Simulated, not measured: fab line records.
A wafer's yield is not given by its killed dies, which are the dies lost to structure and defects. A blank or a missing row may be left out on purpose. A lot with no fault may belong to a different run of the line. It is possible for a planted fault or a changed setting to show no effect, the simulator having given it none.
fab line records	flow nand_harc
record: lots: 11	wafers: 33	last_day: 33
route steps=1302 shown A_ONON_D1@449 A_CHANNEL_HOLE_D1@468 END@1302
lots with no fault: from the same line, run without faults
start_h: the number of hours between the record's first day and the start of the first shown wafer of the lot	wait_h: time in hours since the lot's previous step	" identical to the entry in the row above	L1.1+2: a single row standing in for several wafers	- either no value or no given start	* or withheld: withheld	< > ~ a bound
route shown NAME@n: names a module that has steps shown in the file, with the first one's number in the route	usual: mean/standard deviation of fault-free wafers	same: alike in all rows	chamber/n: place in a boat	sites: readings site by site	_std_site: their standard deviation	_edge_site: the outer-site mean with the inner-site mean subtracted	radius_mm: how far each site lies from the wafer's centre	mask NAME#n: copy n	behind: the tool/chamber that last shaped the wafer	hold: what put the lot on hold/how long, in hours/how the hold closed	device: which transistor (n, p or np) failed to switch	end of line: the same wafers' tests at the end of the route	a step with no rows: only its recipe	killed: dies that structure and defects cost at the first sort, which is not the same as the wafer's yield	map: per-die view of a wafer (x killed, . not killed, _ where there is no die)
set.NAME: the setting the step ran with; set.NAME@STEP: the setting that earlier step ran with	model.NAME: the simulator's own value behind a step, which no gauge read
a sample of lots followed through the steps of the route, with each step as a table and each wafer as a row
services: a tool's chamber out of use, with start hour (start_h, from the record's first day; less than 0 if before it), hours out, and reason
== steps ==
step: NHARC_A_ONON_D1_INSPECT_32
usual: raw_defect_count: 71/26
lot.wafer	tool	chamber	start_h	wait_h	raw_defect_count
L368.1	defect_inspect-01	-	170.05	0.0	54
L368.3	"	-	"	"	75
L368.5	"	-	"	"	91
L369.2	defect_inspect-02	-	186.91	0.0	57
L369.3	"	-	"	"	65
L369.4	"	-	"	"	69
L372.1	defect_inspect-02	-	213.95	0.0	51
L372.2	"	-	"	"	48
L372.3	"	-	"	"	46
L375.1	defect_inspect-02	-	254.35	0.0	103
L375.2	"	-	"	"	114
L375.5	"	-	"	"	109
L377.3	defect_inspect-02	-	269.92	0.0	70
L377.4	"	-	"	"	39
L377.5	"	-	"	"	50
L386.1	defect_inspect-02	-	359.40	0.0	105
L386.3	"	-	"	"	94
L386.6	"	-	"	"	68
L387.3	defect_inspect-01	-	368.72	0.0	81
L387.4	"	-	"	"	83
L387.5	"	-	"	"	78
L388.1	defect_inspect-02	-	376.47	0.0	89
L388.5	"	-	"	"	57
L388.6	"	-	"	"	122
L389.1	defect_inspect-02	-	385.00	0.0	34
L389.2	"	-	"	"	50
L389.3	"	-	"	"	37
L390.3	defect_inspect-01	-	395.08	0.0	74
L390.4	"	-	"	"	82
L390.6	"	-	"	"	118
L391.1	defect_inspect-01	-	405.80	0.0	114
L391.4	"	-	"	"	166
L391.5	"	-	"	"	106
step: NHARC_A_CHANNEL_HOLE_D1_ETCH_34
recipe: target_depth_a: 1540	time_s: 77	cf4_flow_sccm: 100	chf3_flow_sccm: 30	ar_flow_sccm: 0	rf_w: 500	bias_w: 200	chemistry: CF4/CHF3
usual: cf4_flow_sccm: 99.98/0.29	drypump_motor_current_A: 6.0/0.45	oes_product_au: 0.945/0.025	rf_vpp_V: 371.1/2.6	showerhead_plenum_p_Torr: 1.59/0.076	throttle_valve_pct: 16.803/0.0094
lot.wafer	tool	chamber	start_h	wait_h	cf4_flow_sccm	drypump_motor_current_A	oes_product_au	rf_hours_counter_h	rf_vpp_V	showerhead_plenum_p_Torr	throttle_valve_pct
L368.3	rie_diel-11	2	-	-	100.06	5.4	0.928	8	372.2	1.63	16.800
L368.1	"	1	"	"	100.19	6.0	0.909	7	374.5	1.67	16.802
L368.5	"	3	"	"	100.38	6.4	0.911	-	371.7	1.60	16.802
L369.2	rie_diel-13	3	-	-	100.08	5.8	0.957	6	366.9	1.47	16.817
L369.3	"	0	"	"	100.54	5.9	0.987	7	374.5	1.68	16.822
L369.4	"	2	"	"	99.57	5.4	0.949	7	369.3	1.53	16.801
L372.2	rie_diel-11	0	-	-	100.04	6.8	0.976	10	367.8	1.48	16.803
L372.1	"	1	"	"	99.82	6.0	0.901	11	373.3	1.67	16.815
L372.3	"	3	"	"	99.99	6.4	0.964	12	373.9	1.60	16.800
L375.2	rie_diel-04	1	-	-	99.87	6.1	0.939	21	369.4	1.52	16.814
L375.1	"	2	"	"	100.06	5.6	0.918	23	369.3	1.53	16.809
L375.5	"	1	"	"	99.95	6.1	0.930	-	368.1	1.52	16.800
L377.3	rie_diel-11	3	-	-	100.32	6.4	0.940	1	372.3	1.60	16.804
L377.4	"	1	"	"	100.46	6.0	0.977	1	373.6	1.67	16.810
L377.5	"	0	"	"	100.30	6.8	0.988	-	367.1	1.48	16.807
L386.1	rie_diel-13	3	-	-	99.81	5.9	0.949	5	373.4	1.70	16.795
L386.3	"	0	"	"	99.75	5.9	0.953	4	373.6	1.67	16.803
L386.6	"	3	"	"	100.18	5.9	0.952	-	374.4	1.70	16.812
L387.4	rie_diel-11	3	-	-	100.53	6.4	0.913	11	371.3	1.60	16.796
L387.3	"	1	"	"	98.97	6.0	0.915	10	374.0	1.66	16.801
L387.5	"	3	"	"	100.16	6.4	0.921	-	372.0	1.60	16.819
L388.1	rie_diel-04	1	-	-	100.03	6.1	0.995	4	368.3	1.51	16.802
L388.6	"	3	"	"	99.45	6.1	0.962	-	373.5	1.68	16.787
L388.5	"	0	"	"	100.14	5.5	0.974	-	371.3	1.59	16.809
L389.1	rie_diel-11	2	-	-	99.99	5.4	0.916	9	373.3	1.62	16.804
L389.3	"	3	"	"	99.93	6.4	0.915	13	369.9	1.60	16.799
L389.2	"	1	"	"	100.62	6.0	0.915	11	373.5	1.66	16.803
L390.3	rie_diel-04	0	-	-	100.00	5.5	0.956	11	371.8	1.59	16.802
L390.4	"	2	"	"	99.54	5.6	0.985	12	368.1	1.52	16.797
L390.6	"	1	"	"	99.90	6.1	0.980	-	368.3	1.51	16.797
L391.4	rie_diel-11	0	-	-	99.65	6.8	0.939	14	366.7	1.48	16.788
L391.1	"	1	"	"	99.77	6.0	0.933	13	372.0	1.66	16.813
L391.5	"	0	"	"	99.78	6.7	0.948	-	367.2	1.48	16.791
step: NHARC_A_CHANNEL_HOLE_D1_ETCH_19
recipe: bias_v: 1200	source_w: 2500	pressure_mtorr: 15	time_s: 34.5	ar_flow_sccm: 375	c4f8_flow_sccm: 28.8	o2_flow_sccm: 96.2	temp_c: -20	target_depth_a: *	chemistry: C4F8/O2/Ar
usual: c4f8_flow_sccm: 28.81/0.083	drypump_motor_current_A: 5.61/0.29	he_backside_leak_sccm: 6.1/1.1	showerhead_plenum_p_Torr: 3.61/0.16	throttle_valve_pct: 37.039/0.0088
lot.wafer	tool	chamber	start_h	wait_h	c4f8_flow_sccm	drypump_motor_current_A	he_backside_leak_sccm	rf_hours_counter_h	showerhead_plenum_p_Torr	throttle_valve_pct
L368.1	har_etch-01	1	174.35	0.1	28.73	5.18	5.3	80	3.52	37.016
L368.3	"	0	"	"	28.73	5.70	5.3	-	3.79	37.052
L368.5	"	0	"	"	28.86	5.69	5.3	-	3.79	37.023
L369.2	har_etch-01	0	195.76	0.9	28.75	5.70	5.1	92	3.78	37.043
L369.4	"	1	"	"	28.91	5.17	5.5	-	3.51	37.027
L369.3	"	0	"	"	28.80	5.71	5.1	-	3.78	37.034
L372.2	har_etch-01	0	219.40	1.4	28.76	5.71	5.4	107	3.77	37.037
L372.1	"	1	"	"	28.88	5.19	5.5	107	3.51	37.040
L372.3	"	1	"	"	28.92	5.18	5.4	-	3.51	37.022
L375.1	har_etch-01	0	265.62	3.3	28.79	5.69	5.1	130	3.76	37.056
L375.2	"	1	"	"	14.42	5.17	5.3	130	3.43	36.091
L375.5	"	0	"	"	28.86	5.71	5.2	-	3.76	37.054
L377.4	har_etch-01	1	280.66	2.9	14.50	5.20	5.6	-	3.43	36.094
L377.3	"	0	"	"	28.91	5.72	5.3	-	3.75	37.043
L377.5	"	0	"	"	28.77	5.73	5.3	-	3.75	37.027
L386.1	har_etch-01	0	363.61	0.1	28.81	5.71	5.4	187	3.73	37.041
L386.3	"	0	"	"	28.82	5.71	5.3	-	3.73	37.050
L386.6	"	1	"	"	28.83	5.16	5.7	-	3.46	37.043
L387.3	har_etch-01	0	380.37	6.2	28.96	5.71	5.5	-	3.72	37.044
L387.4	"	1	"	"	28.77	5.18	5.7	-	3.46	37.034
L387.5	"	1	"	"	28.88	5.17	5.8	-	3.46	37.024
L388.1	har_etch-01	0	384.52	3.0	28.76	5.71	5.5	203	3.72	37.042
L388.6	"	1	"	"	28.84	5.17	5.9	-	3.45	37.037
L388.5	"	0	"	"	28.96	5.72	5.5	-	3.72	37.040
L389.1	har_etch-02	0	396.92	6.4	28.62	5.84	4.4	0	3.99	37.054
L389.2	"	1	"	"	28.78	5.85	4.9	0	3.99	37.036
L389.3	"	1	"	"	28.72	5.88	4.8	-	3.99	37.035
L390.3	har_etch-02	0	401.13	2.2	28.82	5.84	4.8	-	3.98	37.048
L390.4	"	1	"	"	28.82	5.87	4.7	-	3.98	37.055
L390.6	"	0	"	"	28.81	5.85	4.9	-	3.98	37.044
L391.1	har_etch-01	1	410.14	0.1	28.79	5.18	5.6	226	3.44	37.039
L391.4	"	0	"	"	28.77	5.69	5.7	-	3.71	37.041
L391.5	"	1	"	"	28.88	5.17	5.8	-	3.44	37.030
step: NHARC_A_CHANNEL_HOLE_D1_ETCH_26
recipe: bias_v: 300	source_w: 2000	pressure_mtorr: 30	time_s: 224.1	ar_flow_sccm: 375	c4f8_flow_sccm: 11.4	o2_flow_sccm: 113.6	temp_c: -20	target_depth_a: 3000	chemistry: C4F8/O2/Ar
usual: c4f8_flow_sccm: 11.40/0.033	drypump_motor_current_A: 5.61/0.28	he_backside_leak_sccm: 6.2/1.2	showerhead_plenum_p_Torr: 3.61/0.16	throttle_valve_pct: 24.585/0.0086
lot.wafer	tool	chamber	start_h	wait_h	c4f8_flow_sccm	drypump_motor_current_A	he_backside_leak_sccm	rf_hours_counter_h	showerhead_plenum_p_Torr	throttle_valve_pct
L368.1	har_etch-01	1	178.13	0.6	11.37	5.19	5.3	84	3.52	24.581
L368.3	"	0	"	"	11.39	5.72	5.2	-	3.79	24.593
L368.5	"	0	"	"	11.38	5.72	5.2	-	3.79	24.566
L369.2	har_etch-01	0	199.51	0.6	11.43	5.69	5.3	96	3.78	24.594
L369.4	"	1	"	"	11.42	5.17	5.6	-	3.51	24.580
L369.3	"	0	"	"	11.42	5.70	5.2	-	3.78	24.595
L372.2	har_etch-01	0	223.20	0.7	11.41	5.72	5.3	111	3.77	24.600
L372.1	"	1	"	"	11.44	5.18	5.5	111	3.50	24.591
L372.3	"	1	"	"	11.39	5.17	5.7	-	3.50	24.587
L375.1	har_etch-01	0	269.39	0.7	11.36	5.70	5.2	134	3.76	24.577
L375.2	"	1	"	"	11.40	5.18	5.6	134	3.49	24.582
L375.5	"	0	"	"	11.36	5.70	5.3	-	3.76	24.572
L377.4	har_etch-01	1	284.46	0.5	11.36	5.18	5.6	-	3.49	24.592
L377.3	"	0	"	"	11.37	5.71	5.2	-	3.75	24.569
L377.5	"	0	"	"	11.38	5.71	5.2	-	3.75	24.589
L386.1	har_etch-01	0	367.40	0.6	11.35	5.72	8.8	191	3.73	24.603
L386.3	"	0	"	"	11.38	5.70	5.4	-	3.73	24.601
L386.6	"	1	"	"	11.41	5.16	5.7	-	3.46	24.584
L387.3	har_etch-01	0	384.18	0.5	11.42	5.72	5.4	-	3.72	24.584
L387.4	"	1	"	"	11.41	5.19	5.7	-	3.46	24.586
L387.5	"	1	"	"	11.40	5.18	5.7	-	3.45	24.573
L388.1	har_etch-01	0	388.31	0.6	11.41	5.69	5.5	206	3.72	24.571
L388.6	"	1	"	"	11.41	5.19	5.7	-	3.45	24.587
L388.5	"	0	"	"	11.40	5.71	5.5	-	3.72	24.576
L389.1	har_etch-02	0	400.70	0.7	11.35	5.84	4.5	4	3.99	24.591
L389.2	"	1	"	"	11.38	5.86	4.5	4	3.99	24.602
L389.3	"	1	"	"	11.41	5.88	4.5	-	3.99	24.589
L390.3	har_etch-02	0	404.93	0.5	11.34	5.85	4.7	-	3.99	24.587
L390.4	"	1	"	"	11.39	5.86	4.6	-	3.99	24.586
L390.6	"	0	"	"	11.41	5.83	4.8	-	3.99	24.584
L391.1	har_etch-01	1	413.91	0.7	11.42	5.18	5.8	229	3.44	24.592
L391.4	"	0	"	"	11.34	5.70	5.6	-	3.71	24.585
L391.5	"	1	"	"	11.43	5.19	6.1	-	3.44	24.579
step: NHARC_END_SORT_01
recipe: temp_c: 25
usual: killed_at_array: 56/20	killed_at_other: 0.9/1.1	killed_at_periphery: 3.7/3	killed_dies: 61/21	killed_open: 2.9/1.6	killed_short: 2.6/1.4
same: gross_dies: 677
lot.wafer	tool	chamber	start_h	wait_h	killed_at_array	killed_at_other	killed_at_periphery	killed_dies	killed_open	killed_short
L377.3	prober-01	0	663.45	3.1	41	1	7	49	6	4
L377.4	prober-01	0	664.24	3.4	43	4	8	55	4	3
L377.5	prober-01	0	665.03	3.7	35	3	4	42	2	3
killed by level:class
L377.3 A_CHANNEL_HOLE_D2:chamber_film_flake=19 A_CHANNEL_HOLE_D1:chamber_film_flake=7 P_M0:chamber_film_flake=4 A_CONTACT:chamber_film_flake=4 A_STAIRCASE:chamber_film_flake=3 P_CONTACT:geometric_particle:open=1 P_CONTACT:geometric_particle:short=1 P_M2:geometric_particle:open=1
L377.4 A_CHANNEL_HOLE_D2:chamber_film_flake=21 A_ZERO_WELL:chamber_film_flake=6 A_CHANNEL_HOLE_D1:chamber_film_flake=5 P_GATE:chamber_film_flake=3 P_M0:chamber_film_flake=3 A_CONTACT:chamber_film_flake=3 THIN_TSV:chamber_film_flake=3 A_BONDPAD:chamber_film_flake=2
L377.5 A_CHANNEL_HOLE_D2:chamber_film_flake=14 A_CHANNEL_HOLE_D1:chamber_film_flake=7 A_CONTACT:chamber_film_flake=4 P_M0:chamber_film_flake=3 THIN_TSV:chamber_film_flake=3 A_STAIRCASE:chamber_film_flake=2 A_WL_FILL:chamber_film_flake=2 P_GATE:geometric_particle:short=1
== services ==
tool	chamber	start_h	hours	kind
rie_diel-11	0	158.18	23.2	repair
rie_diel-04	-	161.00	1.7	repair
rie_diel-11	1	161.00	-	clean
rie_diel-11	2	161.00	-	clean
rie_diel-11	3	161.00	-	clean
rie_diel-11	3	163.94	6.1	repair
rie_diel-13	-	165.00	9.0	pm
rie_diel-04	-	177.90	9.0	pm
har_etch-02	-	182.83	0.4	repair
rie_diel-11	0	185.50	-	clean
rie_diel-11	1	185.50	-	clean
rie_diel-11	2	185.50	-	clean
rie_diel-11	3	185.50	-	clean
rie_diel-11	0	210.00	-	clean
rie_diel-11	1	210.00	-	clean
rie_diel-11	2	210.00	-	clean
rie_diel-11	3	210.00	-	clean
rie_diel-13	3	211.57	1.3	repair
rie_diel-13	-	223.40	0.1	repair
rie_diel-11	-	255.50	9.0	pm
rie_diel-11	2	339.15	14.0	repair
rie_diel-13	-	342.00	9.0	pm
rie_diel-04	-	354.90	9.0	pm
har_etch-02	-	379.92	17.0	pm
== key ==
first_sign: step: NHARC_A_CHANNEL_HOLE_D1_ETCH_19	reading: c4f8_flow_sccm	direction: down	sigmas: 99+	usual: *	struck: *
effect: step: NHARC_A_CHANNEL_HOLE_D1_ETCH_19	reading: throttle_valve_pct	direction: down	sigmas: 99+	usual: 37.039	struck: 36.093
met_at NHARC_A_CHANNEL_HOLE_D1_ETCH_19
struck_lots L375,L377
struck_wafers L375.2,L377.4
tester_left_out L375,L377
not_acting_at NHARC_A_ONON_D1_INSPECT_32,NHARC_A_CHANNEL_HOLE_D1_ETCH_34,NHARC_A_CHANNEL_HOLE_D1_ETCH_26
onset_between 219.40 265.62
fault: kind: process_parameter_drift	tool: har_etch-01	chamber: 1	onset_h: 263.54	steps: NHARC_A_CHANNEL_HOLE_D1_ETCH_19	channel: c4f8_flow_sccm	offset: *	shape: step	end_h: 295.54	acts_in: *	stated: *
tester_left_out: of these lots the tester's yield and bins aren't shown, on N5 and GAA mostly nor the transistor test; their killed dies are dies lost to structure and defects alone, not to doping, threshold or leakage, so they don't give the yield
